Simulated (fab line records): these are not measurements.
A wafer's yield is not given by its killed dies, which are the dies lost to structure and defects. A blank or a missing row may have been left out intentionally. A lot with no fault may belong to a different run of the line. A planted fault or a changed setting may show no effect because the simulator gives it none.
Chamber matching | flow nand_harc | NHARC_A_WL_FILL_STRIP_29 on rie_diel-09 has 4 sister chambers
The step strips in O2, time 20 s. 4 wafers are shown with their chamber, then 7 later ones without.

EACH WAFER AND ITS CHAMBER
wafer  | chamber | o2_flow_sccm (sccm)
L077.3 | 3       | 502.2
L085.5 | 0       | 498.4
L088.2 | 1       | 501.2
L088.3 | 2       | 500.6

WAFERS MISSING THEIR CHAMBER
wafer  | o2_flow_sccm (sccm)
L088.6 | 500.3
L092.1 | 500.5
L092.3 | 498.0
L092.4 | 499.4
L096.2 | 500.1
L096.4 | 497.6
L096.5 | 500.4

THE CHAMBER EACH PASSED THROUGH
wafer  | from the rows above          | in truth
L088.6 | can't be placed: 2 or 1      | 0
L092.1 | can't be placed: 2 or 1      | 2
L092.3 | 0                            | 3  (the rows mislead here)
L092.4 | can't be placed: 0 or 2 or 1 | 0
L096.2 | can't be placed: 2 or 1      | 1
L096.4 | 0                            | 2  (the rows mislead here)
L096.5 | can't be placed: 2 or 1      | 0
0 of 7 placed correctly. From these rows, 5 cannot be placed; in 3 the true chamber is one of the candidates. 2 placed wrongly.
How it was worked out, from the rows above alone: a wafer's distance from a chamber is the root of the sum, over the readings, of the square of ((its reading less the chamber's mean) divided by the reading's scatter). The wafer belongs to the nearest chamber; if the next one is less than 2 further off, it can't be placed. For every chamber, the mean is computed from those of its wafers that are shown. The scatter: with one shown wafer a chamber, the root of the mean of the squares of how far each hidden wafer lies from its nearest shown one.
